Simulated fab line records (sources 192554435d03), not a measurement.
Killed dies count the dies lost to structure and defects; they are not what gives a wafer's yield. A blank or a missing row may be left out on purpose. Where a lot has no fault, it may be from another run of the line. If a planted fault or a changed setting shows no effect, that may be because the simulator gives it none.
fab line records	flow n5Finfet
record lots=11	wafers=33	lastDay=18
route steps=1938 shown BEOL_M13@1679 BEOL_M14@1727 PASSIVATION@1936
lots that met no fault: taken from a fault-free run of the same line
startH: hours from the record's opening day to when the first of the lot's shown wafers began	waitH: hours since the lot's step before	" identical to the entry in the row above	L1.1+2: a single row standing in for several wafers	- no value, or no start was given	* or withheld: withheld	< > ~ a bound
route shown NAME@n: names a module that has steps shown in the file, with the first one's number in the route	usual: mean and standard deviation over wafers with no fault	same: alike in all rows	chamber/n: place in a boat	sites: per-site readings	_std_site: their standard deviation	_edge_site: outer sites' mean less inner sites'	radiusMm: how far each site lies from the wafer's centre	mask NAME#n: copy n	behind: the most recent tool/chamber to have shaped the wafer	hold: what put the lot on hold/how long, in hours/how the hold closed	device: which transistor (n, p or np) failed to switch	end of line: the tests these same wafers got at the end of their route	a step with no rows: only its recipe	killed: the dies lost at the first sort to structure and to defects; this is not the yield of the wafer	map: the dies of a wafer, with x for killed, . for not killed, _ for no die there
set.NAME: setting as actually run; set.NAME@STEP: the setting as run at that earlier step	model.NAME: the simulator's own value behind a step, which no gauge read
one table for each step of the route and one row for each wafer, over a sample of lots
services: a tool's chamber out of use, with start hour (startH, from the record's first day; less than 0 if before it), hours out, and reason
## steps
# step N5_BEOL_M13_CD_MEAS_17
# recipe targetCdNm=190	polarity=opening
# usual cdNm=189.7/1.4
lot.wafer	tool	chamber	startH	waitH	cdNm
L717.2	cdSem-01	-	241.32	0.0	189.8
L717.3	"	-	"	"	190.8
L717.6	"	-	"	"	191.1
L719.2	cdSem-01	-	253.98	0.0	187.3
L719.3	"	-	"	"	188.1
L719.5	"	-	"	"	187.7
L718.2	cdSem-03	-	256.33	0.0	188.3
L718.4	"	-	"	"	187.7
L718.6	"	-	"	"	187.4
L722.2	cdSem-02	-	279.94	0.0	190.6
L722.3	"	-	"	"	189.6
L722.4	"	-	"	"	190.7
L725.2	cdSem-02	-	288.28	0.0	190.4
L725.4	"	-	"	"	190.6
L725.5	"	-	"	"	189.5
L728.1	cdSem-03	-	312.14	0.0	190.3
L728.5	"	-	"	"	188.9
L728.6	"	-	"	"	189.7
L731.1	cdSem-01	-	318.25	0.0	189.2
L731.2	"	-	"	"	189.0
L731.3	"	-	"	"	189.1
L733.2	cdSem-02	-	343.02	0.0	190.5
L733.3	"	-	"	"	189.0
L733.5	"	-	"	"	191.1
L734.2	cdSem-03	-	346.86	0.0	189.4
L734.4	"	-	"	"	188.3
L734.6	"	-	"	"	188.3
L737.1	cdSem-01	-	372.06	0.0	190.9
L737.3	"	-	"	"	190.6
L737.5	"	-	"	"	190.6
L738.1	cdSem-01	-	385.30	0.0	188.9
L738.3	"	-	"	"	191.2
L738.5	"	-	"	"	192.2
# step N5_BEOL_M13_SPUTTER_44
# recipe material=Ta	targetThkA=100	tempC=50	biasV=80	powerW=15000	chamberPressurePa=0.07	timeS=16.13
# usual biasV=80.0/0.79	chamberPressurePa=0.07/0.00015	substrateTempC=49.99/0.11	throttleValvePct=29.6/1.1
lot.wafer	tool	chamber	startH	waitH	biasV	chamberPressurePa	substrateTempC	throttleValvePct
L717.2	pvdSputter-01	-	245.41	0.0	79.1	0.07004	50.02	30.8
L717.3	"	-	"	"	81.0	0.07018	50.07	29.6
L717.6	"	-	"	"	79.9	0.07001	49.95	29.2
L719.2	pvdSputter-01	-	256.52	0.0	79.7	0.06985	50.06	29.5
L719.3	"	-	"	"	79.5	0.07	49.73	31.0
L719.5	"	-	"	"	79.0	0.06995	50.08	29.3
L718.2	pvdSputter-03	-	264.00	0.0	80.0	0.06999	49.90	29.0
L718.4	"	-	"	"	80.1	0.07001	50.00	29.2
L718.6	"	-	"	"	80.0	0.07015	50.12	28.9
L722.2	pvdSputter-03	-	283.96	0.0	80.7	0.06995	49.93	29.4
L722.3	"	-	"	"	80.2	0.07009	50.03	30.4
L722.4	"	-	"	"	80.2	0.06998	50.19	30.9
L725.2	pvdSputter-02	-	293.52	0.0	79.8	0.06999	50.07	31.2
L725.4	"	-	"	"	79.5	0.0699	50.00	29.9
L725.5	"	-	"	"	79.9	0.06989	49.93	29.8
L728.1	pvdSputter-01	-	313.84	0.0	79.4	0.07007	49.98	30.8
L728.5	"	-	"	"	80.1	0.06973	49.83	29.1
L728.6	"	-	"	"	80.4	0.07001	50.01	29.6
L731.1	pvdSputter-03	-	321.96	0.0	80.9	0.07	49.98	30.7
L731.2	"	-	"	"	81.4	0.0702	50.08	28.8
L731.3	"	-	"	"	80.2	0.07019	49.92	31.1
L733.2	pvdSputter-02	-	345.10	0.0	81.4	0.06997	50.00	29.7
L733.3	"	-	"	"	78.3	0.06985	49.98	30.0
L733.5	"	-	"	"	79.8	0.0698	49.88	29.7
L734.2	pvdSputter-03	-	350.05	0.0	80.7	0.06989	50.06	30.6
L734.4	"	-	"	"	81.5	0.0704	50.02	29.0
L734.6	"	-	"	"	80.4	0.06986	50.00	30.6
L737.1	pvdSputter-03	-	378.77	0.0	79.7	0.07013	50.23	28.8
L737.3	"	-	"	"	79.8	0.06982	50.04	29.3
L737.5	"	-	"	"	79.7	0.07001	49.87	30.3
L738.1	pvdSputter-02	-	387.60	0.0	79.7	0.07012	50.04	30.8
L738.3	"	-	"	"	81.0	0.06981	49.71	29.7
L738.5	"	-	"	"	81.0	0.07021	49.86	27.3
# step N5_BEOL_M13_PRE_CLEAN_52
# recipe gas=NH3	timeS=15	tempC=withheld	rfPowerW=300
lot.wafer	tool	chamber	startH	waitH
L717.2+3+6	pecvd-03	1,0,0	246.75	0.0
L719.2+3+5	pecvd-04	2,1,0	257.52	0.0
L718.2+4+6	pecvd-03	1,0,1	264.99	0.0
L722.2+3+4	pecvd-03	2,1,1	284.95	0.0
L725.2+4+5	pecvd-01	2,1,0	294.53	0.0
L728.1+5+6	pecvd-03	1,1,0	314.83	0.0
L731.1+2+3	pecvd-04	2,1,0	322.95	0.0
L733.2+3+5	pecvd-01	2,1,1	346.11	0.0
L734.2+4+6	pecvd-04	0,0,2	351.67	0.0
L737.1+3+5	pecvd-04	1,2,0	379.76	0.0
L738.1+3+5	pecvd-01	2,0,2	388.65	0.0
# step N5_BEOL_M13_INSPECT_55
# recipe inspectInstrument=darkfield	mode=postDep
# usual rawDefectCount=76/26
lot.wafer	tool	chamber	startH	waitH	rawDefectCount
L717.2	defectInspect-01	-	246.87	0.0	79
L717.3	"	-	"	"	107
L717.6	"	-	"	"	62
L719.2	defectInspect-01	-	257.64	0.0	55
L719.3	"	-	"	"	87
L719.5	"	-	"	"	65
L718.2	defectInspect-01	-	265.10	0.0	55
L718.4	"	-	"	"	44
L718.6	"	-	"	"	76
L722.2	defectInspect-01	-	285.07	0.0	479
L722.3	"	-	"	"	505
L722.4	"	-	"	"	467
L725.2	defectInspect-02	-	294.64	0.0	109
L725.4	"	-	"	"	63
L725.5	"	-	"	"	91
L728.1	defectInspect-01	-	314.95	0.0	515
L728.5	"	-	"	"	508
L728.6	"	-	"	"	489
L731.1	defectInspect-02	-	323.07	0.0	83
L731.2	"	-	"	"	63
L731.3	"	-	"	"	74
L733.2	defectInspect-01	-	346.22	0.0	57
L733.3	"	-	"	"	55
L733.5	"	-	"	"	51
L734.2	defectInspect-01	-	351.79	0.0	66
L734.4	"	-	"	"	49
L734.6	"	-	"	"	40
L737.1	defectInspect-01	-	379.87	0.0	61
L737.3	"	-	"	"	43
L737.5	"	-	"	"	57
L738.1	defectInspect-02	-	388.80	0.0	93
L738.3	"	-	"	"	114
L738.5	"	-	"	"	114
# step N5_BEOL_M14_OVL_MEAS_11
# recipe pointsPerWafer=44
# usual V13_OVL=2/5.6
lot.wafer	tool	chamber	startH	waitH	V13_OVL[nm]
L717.2	overlay-02	0	247.43	0.0	1
L717.3	"	0	"	"	11
L717.6	"	0	"	"	-1
L719.2	overlay-01	0	258.20	0.0	-2
L719.3	"	0	"	"	-2
L719.5	"	0	"	"	-2
L718.2	overlay-01	0	265.79	0.0	-12
L718.4	"	0	"	"	-10
L718.6	"	0	"	"	-4
L722.2	overlay-01	0	285.63	0.0	0
L722.3	"	0	"	"	13
L722.4	"	0	"	"	6
L725.2	overlay-01	0	295.21	0.0	0
L725.4	"	0	"	"	-1
L725.5	"	0	"	"	1
L728.1	overlay-02	0	315.51	0.0	-6
L728.5	"	0	"	"	-11
L728.6	"	0	"	"	-8
L731.1	overlay-01	0	323.76	0.0	7
L731.2	"	0	"	"	-7
L731.3	"	0	"	"	4
L733.2	overlay-01	0	346.79	0.0	-1
L733.3	"	0	"	"	-1
L733.5	"	0	"	"	0
L734.2	overlay-01	0	352.35	0.0	4
L734.4	"	0	"	"	-3
L734.6	"	0	"	"	-1
L737.1	overlay-02	0	380.44	0.0	4
L737.3	"	0	"	"	-1
L737.5	"	0	"	"	2
L738.1	overlay-01	0	389.36	0.0	1
L738.3	"	0	"	"	0
L738.5	"	0	"	"	2
# step N5_PASSIVATION_PROBE_49
# usual defectLimitedYield=91.2/1.4	killed_at_M0_to_M3=35/11	killed_at_M4_up=12/4.2	killedAtContacts=13/5.6	killedAtFrontEnd=40/12	killedAtOther=3.3/2.6	killedDies=103/17	killedOnRim=14/4.5	killedOpen=68/12	killedShort=34/7.6	sort_bin_5_function=5.1/0.95	sort_bin_6_memory=3.3/0.68	sort_bin_8_speed=0.00/0.007	sortNPass=1077/17	sortYieldPct=91.2/1.4
# same grossDies=1180	killedAtBackSide=0	sort_bin_4_leakage[%]=0
lot.wafer	tool	chamber	startH	waitH	defectLimitedYield[%]	killed_at_M0_to_M3	killed_at_M4_up	killedAtContacts	killedAtFrontEnd	killedAtOther	killedDies	killedOnRim	killedOpen	killedShort	sort_bin_5_function[%]	sort_bin_6_memory[%]	sort_bin_8_speed[%]	sortNPass	sortYieldPct[%]
L717.2	prober-01	-	273.63	0.1	95.3	30	6	6	13	0	55	5	37	18	2.5	1.9	0	1125	95.3
L717.3	prober-01	-	273.68	0.1	92.9	22	18	13	31	0	84	9	57	25	4.3	2.6	0	1096	92.9
L717.6	prober-01	-	273.83	0.3	91.5	40	13	12	34	1	100	14	68	32	4.6	3.3	0	1080	91.5
L719.2	prober-01	-	286.77	0.1	91.7	35	6	17	39	1	98	11	64	32	4.7	3.1	0	1082	91.7
L719.3	prober-01	-	286.82	0.1	88.3	58	12	8	59	1	138	22	83	54	6.0	4.7	0	1042	88.3
L719.5	prober-01	-	286.92	0.2	90.3	41	13	6	54	1	115	13	85	28	5.8	3.8	0	1065	90.3
L718.2	prober-02	-	291.14	0.1	92.7	18	19	4	38	7	86	13	53	27	3.4	3.3	0	1094	92.7
L718.4	prober-02	-	291.24	0.2	91.4	30	12	15	38	6	101	16	73	28	5.6	2.8	0	1079	91.4
L718.6	prober-02	-	291.34	0.3	91.4	29	10	10	46	6	101	13	55	46	4.8	3.1	0	1079	91.4
L722.2	prober-01	-	309.96	0.1	84.6	25	104	15	36	2	182	27	59	25	11.1	3.1	0	998	84.6
L722.3	prober-01	-	310.01	0.1	85.3	26	72	8	66	1	173	26	65	51	9.1	4.5	0	1007	85.3
L722.4	prober-01	-	310.06	0.2	87.5	35	70	10	31	2	148	32	54	30	6.9	3.7	0	1032	87.5
L725.2	prober-02	-	321.38	0.1	90.1	39	16	13	41	8	117	16	73	42	5.8	3.8	0.08	1062	90.0
L725.4	prober-02	-	321.48	0.2	92.2	43	10	5	27	7	92	15	62	30	5.0	2.6	0	1088	92.2
L725.5	prober-02	-	321.53	0.2	93.1	38	10	10	22	2	82	12	57	24	3.8	3.0	0	1098	93.1
L728.1	prober-02	-	339.91	0.0	85.3	41	72	12	49	0	174	31	78	36	9.1	4.0	0	1006	85.3
L728.5	prober-02	-	340.11	0.2	86.6	28	77	4	40	9	158	27	56	39	8.1	3.8	0	1022	86.6
L728.6	prober-02	-	340.16	0.3	82.8	22	117	10	52	2	203	31	65	31	11.2	3.9	0	977	82.8
L731.1	prober-01	-	349.13	0.0	93.5	27	5	11	26	8	77	5	61	16	4.1	2.5	0	1103	93.5
L731.2	prober-01	-	349.18	0.1	91.3	28	11	17	42	5	103	12	66	36	4.7	3.5	0	1077	91.3
L731.3	prober-01	-	349.23	0.1	92.7	18	9	11	47	1	86	9	57	27	5.0	1.9	0	1094	92.7
L733.2	prober-01	-	374.96	0.1	88.6	37	8	19	68	3	135	16	91	44	6.9	4.1	0	1045	88.6
L733.3	prober-01	-	375.01	0.1	88.1	50	14	5	68	4	141	16	98	42	6.4	5.3	0	1039	88.1
L733.5	prober-01	-	375.11	0.2	87.9	67	12	15	46	3	143	19	86	54	7.5	4.0	0	1037	87.9
L734.2	prober-01	-	379.30	0.1	91.6	24	13	9	53	0	99	11	74	24	5.3	2.7	0	1081	91.6
L734.4	prober-01	-	379.40	0.2	94.3	11	13	13	28	2	67	4	52	15	3.4	2.2	0	1113	94.3
L734.6	prober-01	-	379.50	0.3	91.9	25	16	13	33	8	95	14	67	28	4.7	3.3	0	1085	91.9
L737.1	prober-02	-	414.42	0.0	91.4	26	20	8	45	2	101	19	70	24	4.8	3.2	0	1079	91.4
L737.3	prober-02	-	414.52	0.1	91.4	16	14	16	53	2	101	13	56	43	5.2	2.9	0	1079	91.4
L737.5	prober-02	-	414.62	0.2	92.9	18	17	13	36	0	84	9	55	26	4.2	2.6	0	1096	92.9
L738.1	prober-01	-	428.32	0.0	91.4	23	24	8	39	8	102	20	64	36	5.3	3.0	0	1078	91.4
L738.3	prober-01	-	428.42	0.1	89.5	42	17	12	45	8	124	10	74	49	5.9	4.2	0	1056	89.5
L738.5	prober-01	-	428.52	0.2	88.3	49	14	19	55	1	138	23	90	45	6.0	5.3	0	1042	88.3
# killed by level:class
L717.2 BEOL_M2:geometricParticle:open=9 MOL_CONTACT_COAG:geometricParticle:open=6 STI_FIN_REVEAL:geometricParticle:open=5 BEOL_M1:geometricParticle:open=5 BEOL_M0_SAQP:geometricParticle:short=4 BEOL_M0_SAQP:geometricParticle:open=4 BEOL_M1:geometricParticle:short=4 STI_FIN_REVEAL:geometricParticle:short=2
L717.3 MOL_CONTACT_COAG:geometricParticle:open=10 BEOL_M4:geometricParticle:open=9 STI_FIN_REVEAL:geometricParticle:open=8 BEOL_M3:geometricParticle:open=6 BEOL_M1:geometricParticle:open=5 ILD0:geometricParticle:open=4 ILD0:geometricParticle:short=4 BEOL_M0_SAQP:geometricParticle:open=4
L717.6 STI_FIN_REVEAL:geometricParticle:open=13 BEOL_M0_SAQP:geometricParticle:short=11 MOL_CONTACT_COAG:geometricParticle:open=10 BEOL_M0_SAQP:geometricParticle:open=9 BEOL_M1:geometricParticle:open=7 BEOL_M4:geometricParticle:open=6 BEOL_M2:geometricParticle:open=6 ILD0:geometricParticle:short=4
L719.2 MOL_CONTACT_COAG:geometricParticle:open=15 STI_FIN_REVEAL:geometricParticle:open=9 BEOL_M0_SAQP:geometricParticle:open=9 BEOL_M0_SAQP:geometricParticle:short=7 FIN_SAQP:geometricParticle:open=6 FIN_SAQP:geometricParticle:short=6 BEOL_M2:geometricParticle:open=6 BEOL_M1:geometricParticle:open=5
L719.3 BEOL_M0_SAQP:geometricParticle:short=20 BEOL_M0_SAQP:geometricParticle:open=15 FIN_SAQP:geometricParticle:short=13 DUMMY_GATE:geometricParticle:open=11 FIN_SAQP:geometricParticle:open=9 STI_FIN_REVEAL:geometricParticle:open=9 BEOL_M3:geometricParticle:open=9 BEOL_M1:geometricParticle:open=7
L719.5 FIN_SAQP:geometricParticle:open=21 BEOL_M0_SAQP:geometricParticle:open=11 FIN_SAQP:geometricParticle:short=10 BEOL_M0_SAQP:geometricParticle:short=9 BEOL_M2:geometricParticle:open=8 BEOL_M4:geometricParticle:open=7 STI_FIN_REVEAL:geometricParticle:open=6 BEOL_M1:geometricParticle:open=6
L718.2 BEOL_M4:geometricParticle:open=12 FIN_SAQP:geometricParticle:open=8 BEOL_M1:geometricParticle:open=6 HKMG_FIN:areaEtch=6 STI_FIN_REVEAL:geometricParticle:open=4 GATE_CUT:geometricParticle:short=4 MOL_CONTACT_COAG:geometricParticle:open=4 BEOL_M1:geometricParticle:short=4
L718.4 BEOL_M2:geometricParticle:open=13 MOL_CONTACT_COAG:geometricParticle:open=11 FIN_SAQP:geometricParticle:open=8 BEOL_M4:geometricParticle:open=8 BEOL_M3:geometricParticle:open=7 FIN_SAQP:geometricParticle:short=6 BEOL_M1:geometricParticle:open=5 GATE_CUT:geometricParticle:short=4
L718.6 FIN_SAQP:geometricParticle:short=13 BEOL_M2:geometricParticle:open=10 GATE_CUT:geometricParticle:short=9 MOL_CONTACT_COAG:geometricParticle:open=7 GATE_CUT:geometricParticle:open=6 BEOL_M1:geometricParticle:short=6 BEOL_M0:geometricParticle:short=5 BEOL_M4:geometricParticle:open=5
L722.2 BEOL_M13:unspecified=94 MOL_CONTACT_COAG:geometricParticle:open=13 BEOL_M3:geometricParticle:open=10 FIN_SAQP:geometricParticle:open=9 FIN_SAQP:geometricParticle:short=5 BEOL_M2:geometricParticle:open=5 STI_FIN_REVEAL:geometricParticle:open=4 BEOL_M0_SAQP:geometricParticle:open=4
L722.3 BEOL_M13:unspecified=57 FIN_SAQP:geometricParticle:short=20 FIN_SAQP:geometricParticle:open=16 BEOL_M0_SAQP:geometricParticle:open=10 STARTING-WAFER:geometricParticle:short=8 BEOL_M0_SAQP:geometricParticle:short=7 MOL_CONTACT_COAG:geometricParticle:open=6 BEOL_M4:geometricParticle:open=5
L722.4 BEOL_M13:unspecified=61 MOL_CONTACT_COAG:geometricParticle:open=10 BEOL_M0_SAQP:geometricParticle:short=9 BEOL_M4:geometricParticle:open=8 FIN_SAQP:geometricParticle:short=7 BEOL_M2:geometricParticle:open=6 BEOL_M3:geometricParticle:open=6 DUMMY_GATE:geometricParticle:open=5
L725.2 BEOL_M1:geometricParticle:open=12 MOL_CONTACT_COAG:geometricParticle:open=12 FIN_SAQP:geometricParticle:open=9 FIN_SAQP:geometricParticle:short=9 BEOL_M0_SAQP:geometricParticle:open=9 GATE_CUT:geometricParticle:short=7 BEOL_M0_SAQP:geometricParticle:short=7 BEOL_M4:geometricParticle:open=7
L725.4 BEOL_M3:geometricParticle:open=12 BEOL_M2:geometricParticle:open=10 BEOL_M1:geometricParticle:open=8 FIN_SAQP:geometricParticle:short=7 MOL_CONTACT_COAG:geometricParticle:open=5 DUMMY_GATE:geometricParticle:open=4 BEOL_M0:geometricParticle:open=4 BEOL_M3:geometricParticle:short=4
L725.5 MOL_CONTACT_COAG:geometricParticle:open=8 BEOL_M1:geometricParticle:open=8 BEOL_M2:geometricParticle:open=7 DUMMY_GATE:geometricParticle:open=6 BEOL_M0_SAQP:geometricParticle:open=6 FIN_SAQP:geometricParticle:short=5 BEOL_M1:geometricParticle:short=5 BEOL_M4:geometricParticle:open=4
L728.1 BEOL_M13:unspecified=56 STI_FIN_REVEAL:geometricParticle:open=14 BEOL_M0_SAQP:geometricParticle:open=13 BEOL_M0_SAQP:geometricParticle:short=11 MOL_CONTACT_COAG:geometricParticle:open=9 BEOL_M4:geometricParticle:open=9 FIN_SAQP:geometricParticle:open=6 DUMMY_GATE:geometricParticle:open=4
L728.5 BEOL_M13:unspecified=63 BEOL_M0_SAQP:geometricParticle:short=10 BEOL_M0_SAQP:geometricParticle:open=9 BEOL_M4:geometricParticle:open=8 ILD0:geometricParticle:short=8 STI_FIN_REVEAL:geometricParticle:open=6 ILD0:geometricParticle:open=5 GATE_CUT:geometricParticle:short=4
L728.6 BEOL_M13:unspecified=105 STI_FIN_REVEAL:geometricParticle:open=14 MOL_CONTACT_COAG:geometricParticle:open=9 FIN_SAQP:geometricParticle:open=8 GATE_CUT:geometricParticle:short=5 BEOL_M1:geometricParticle:open=5 FIN_SAQP:geometricParticle:short=4 DUMMY_GATE:geometricParticle:open=4
L731.1 BEOL_M1:geometricParticle:open=11 STI_FIN_REVEAL:geometricParticle:open=10 MOL_CONTACT_COAG:geometricParticle:open=8 BEOL_M2:geometricParticle:open=5 BEOL_M0_SAQP:geometricParticle:short=4 MIM_TOP_ETCH:geometricParticle:open=4 BEOL_M3:geometricParticle:open=4 FIN_SAQP:geometricParticle:open=3
L731.2 MOL_CONTACT_COAG:geometricParticle:open=15 STI_FIN_REVEAL:geometricParticle:open=14 BEOL_M0_SAQP:geometricParticle:short=9 FIN_SAQP:geometricParticle:open=7 FIN_SAQP:geometricParticle:short=5 BEOL_M0_SAQP:geometricParticle:open=5 BEOL_M4:geometricParticle:open=5 BEOL_M2:geometricParticle:open=4
L731.3 FIN_SAQP:geometricParticle:short=14 FIN_SAQP:geometricParticle:open=10 MOL_CONTACT_COAG:geometricParticle:open=9 BEOL_M3:geometricParticle:open=7 GATE_CUT:geometricParticle:open=6 BEOL_M0_SAQP:geometricParticle:open=6 GATE_CUT:geometricParticle:short=3 BEOL_M4:geometricParticle:open=3
L733.2 STI_FIN_REVEAL:geometricParticle:open=22 FIN_SAQP:geometricParticle:short=15 MOL_CONTACT_COAG:geometricParticle:open=15 BEOL_M0_SAQP:geometricParticle:short=9 BEOL_M2:geometricParticle:open=9 BEOL_M0_SAQP:geometricParticle:open=8 ILD0:geometricParticle:short=5 ILD0:geometricParticle:open=5
L733.3 STI_FIN_REVEAL:geometricParticle:open=26 BEOL_M2:geometricParticle:open=15 BEOL_M0_SAQP:geometricParticle:open=10 STI_FIN_REVEAL:geometricParticle:short=9 FIN_SAQP:geometricParticle:short=8 BEOL_M0_SAQP:geometricParticle:short=7 BEOL_M4:geometricParticle:open=7 FIN_SAQP:geometricParticle:open=6
L733.5 BEOL_M2:geometricParticle:open=25 BEOL_M0_SAQP:geometricParticle:short=15 MOL_CONTACT_COAG:geometricParticle:open=12 FIN_SAQP:geometricParticle:short=11 STI_FIN_REVEAL:geometricParticle:open=11 BEOL_M1:geometricParticle:open=7 GATE_CUT:geometricParticle:short=6 BEOL_M0_SAQP:geometricParticle:open=5
L734.2 STI_FIN_REVEAL:geometricParticle:open=28 MOL_CONTACT_COAG:geometricParticle:open=8 BEOL_M0_SAQP:geometricParticle:open=6 BEOL_M2:geometricParticle:open=6 BEOL_M4:geometricParticle:short=6 FIN_SAQP:geometricParticle:open=5 STI_FIN_REVEAL:geometricParticle:short=5 FIN_SAQP:geometricParticle:short=4
L734.4 MOL_CONTACT_COAG:geometricParticle:open=12 DUMMY_GATE:geometricParticle:open=8 FIN_SAQP:geometricParticle:open=7 STI_FIN_REVEAL:geometricParticle:open=6 BEOL_M11:geometricParticle:open=4 BEOL_M0_SAQP:geometricParticle:short=3 BEOL_M0:geometricParticle:open=3 BEOL_M4:geometricParticle:open=3
L734.6 STI_FIN_REVEAL:geometricParticle:open=11 MOL_CONTACT_COAG:geometricParticle:open=10 FIN_SAQP:geometricParticle:open=8 BEOL_M2:geometricParticle:open=6 BEOL_M7:geometricParticle:open=5 BEOL_M0_SAQP:geometricParticle:open=4 BEOL_M3:geometricParticle:open=4 FIN_SAQP:geometricParticle:short=3
L737.1 FIN_SAQP:geometricParticle:short=9 BEOL_M4:geometricParticle:open=9 STI_FIN_REVEAL:geometricParticle:open=8 BEOL_M2:geometricParticle:open=8 FIN_SAQP:geometricParticle:open=7 BEOL_M3:geometricParticle:open=7 MOL_CONTACT_COAG:geometricParticle:open=6 BEOL_M1:geometricParticle:open=5
L737.3 FIN_SAQP:geometricParticle:short=18 MOL_CONTACT_COAG:geometricParticle:open=12 FIN_SAQP:geometricParticle:open=9 STI_FIN_REVEAL:geometricParticle:open=8 BEOL_M4:geometricParticle:open=8 GATE_CUT:geometricParticle:short=7 MOL_CONTACT_COAG:geometricParticle:short=4 BEOL_M1:geometricParticle:open=4
L737.5 MOL_CONTACT_COAG:geometricParticle:open=12 FIN_SAQP:geometricParticle:short=9 BEOL_M4:geometricParticle:open=6 BEOL_M1:geometricParticle:open=5 BEOL_M2:geometricParticle:open=5 FIN_SAQP:geometricParticle:open=4 GATE_CUT:geometricParticle:open=4 GATE_CUT:geometricParticle:short=4
L738.1 FIN_SAQP:geometricParticle:open=10 BEOL_M4:geometricParticle:short=9 BEOL_M3:geometricParticle:open=7 GATE_CUT:geometricParticle:short=6 MOL_CONTACT_COAG:geometricParticle:open=6 DUMMY_GATE:geometricParticle:open=5 FIN_SAQP:geometricParticle:short=4 STI_FIN_REVEAL:geometricParticle:open=4
L738.3 BEOL_M0_SAQP:geometricParticle:open=15 BEOL_M0_SAQP:geometricParticle:short=12 STI_FIN_REVEAL:geometricParticle:open=10 FIN_SAQP:geometricParticle:short=9 MOL_CONTACT_COAG:geometricParticle:open=9 GATE_CUT:geometricParticle:short=7 BEOL_M4:geometricParticle:short=6 FIN_SAQP:geometricParticle:open=5
L738.5 MOL_CONTACT_COAG:geometricParticle:open=16 STI_FIN_REVEAL:geometricParticle:open=13 FIN_SAQP:geometricParticle:open=10 BEOL_M2:geometricParticle:open=10 BEOL_M1:geometricParticle:open=9 BEOL_M0_SAQP:geometricParticle:open=8 FIN_SAQP:geometricParticle:short=7 GATE_CUT:geometricParticle:short=7
## services
tool	chamber	startH	hours	kind
pecvd-04	-	221.49	0.8	repair
pecvd-04	-	225.70	4.3	pm
pvdSputter-01	-	281.97	1.4	repair
pvdSputter-01	-	327.03	2.4	repair
pecvd-03	-	329.53	5.4	repair
pecvd-04	2	352.93	2.1	scheduledDown
pecvd-01	0	368.99	5.5	scheduledDown
pvdSputter-02	-	370.99	0.6	repair
pecvd-04	-	371.92	0.8	repair
pvdSputter-01	-	380.43	12.0	repair
pecvd-03	-	381.41	0.9	repair
pecvd-04	1	382.15	5.5	scheduledDown
pecvd-01	1	383.62	-	clean
pecvd-01	1	383.62	-	consumableReplace:showerhead
pecvd-01	1	383.62	29.0	scheduledDown
pecvd-01	1	383.62	29.0	ventCycle
## key
firstSign step=N5_BEOL_M13_INSPECT_55	reading=rawDefectCount	direction=up	sigmas=16	usual=76	struck=494
effect step=N5_PASSIVATION_PROBE_49	reading=killed_at_M4_up	direction=up	sigmas=17	usual=12	struck=85
moreKillsBornAt N5_BEOL_M13_PRE_CLEAN_52@pecvd-03=436
metAt N5_BEOL_M13_PRE_CLEAN_52
struckLots L722,L728
notActingAt N5_BEOL_M13_CD_MEAS_17,N5_BEOL_M13_SPUTTER_44,N5_BEOL_M14_OVL_MEAS_11
onsetBetween 264.99 284.95
fault kind=chamberParticleSource	tool=pecvd-03	chamber=-	onsetH=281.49	steps=N5_BEOL_M13_PRE_CLEAN_52	ratePerVisitCm2=0.66044	endH=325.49
